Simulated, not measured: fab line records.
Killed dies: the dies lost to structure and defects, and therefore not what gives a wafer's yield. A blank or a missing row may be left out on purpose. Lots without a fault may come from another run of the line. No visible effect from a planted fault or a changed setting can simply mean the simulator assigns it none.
Chamber matching	flow n5 finfet	N5_BEOL_M4_ETCH_69 on rie diel-04 has 4 sister chambers
The step etches SiARC in CF4, target depth 15.6 nm, time 26 s. 8 wafers are shown with their chamber, then 9 later ones without.

## WAFERS, EACH WITH ITS CHAMBER
wafer	chamber	throttle valve pct (%)	showerhead plenum p Torr (Torr)
L076.6	2	15.98	2.20
L079.1	2	16.00	2.19
L084.3	0	15.26	2.09
L085.2	0	15.27	2.09
L085.6	3	15.33	2.10
L086.1	1	16.05	2.19
L086.3	3	15.35	2.10
L086.5	1	16.06	2.19

## WAFERS MISSING THEIR CHAMBER
wafer	throttle valve pct (%)	showerhead plenum p Torr (Torr)
L087.1	15.28	2.08
L087.2	15.36	2.10
L087.3	15.48	2.19
L093.1	15.41	2.09
L093.2	15.62	2.19
L093.3	15.52	2.18
L097.1	15.40	2.09
L097.3	15.63	2.19
L097.6	15.32	2.08

## WHICH CHAMBER EACH ONE RAN IN
wafer	from the rows above	in truth
L087.1	0	0
L087.2	3	3
L087.3	3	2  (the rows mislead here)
L093.1	3	3
L093.2	2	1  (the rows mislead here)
L093.3	3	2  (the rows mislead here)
L097.1	3	3
L097.3	2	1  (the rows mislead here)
L097.6	can't be placed: 0 or 3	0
Correctly placed: 4 of 9. Unplaceable from these rows: 1, with the true chamber sitting among the candidates in 1. 4 placed wrongly.
How it was worked out, from the rows above alone: a wafer's distance from a chamber is the root of the sum, over the readings, of the square of ((its reading less the chamber's mean) divided by the reading's scatter). The wafer belongs to the nearest chamber; if the next one is less than 2 further off, it can't be placed. Each chamber's mean is taken over the wafers shown for it. The scatter: the root of (the sum of the squares of (reading less its chamber's mean) over the shown wafers, divided by (wafers less chambers)).
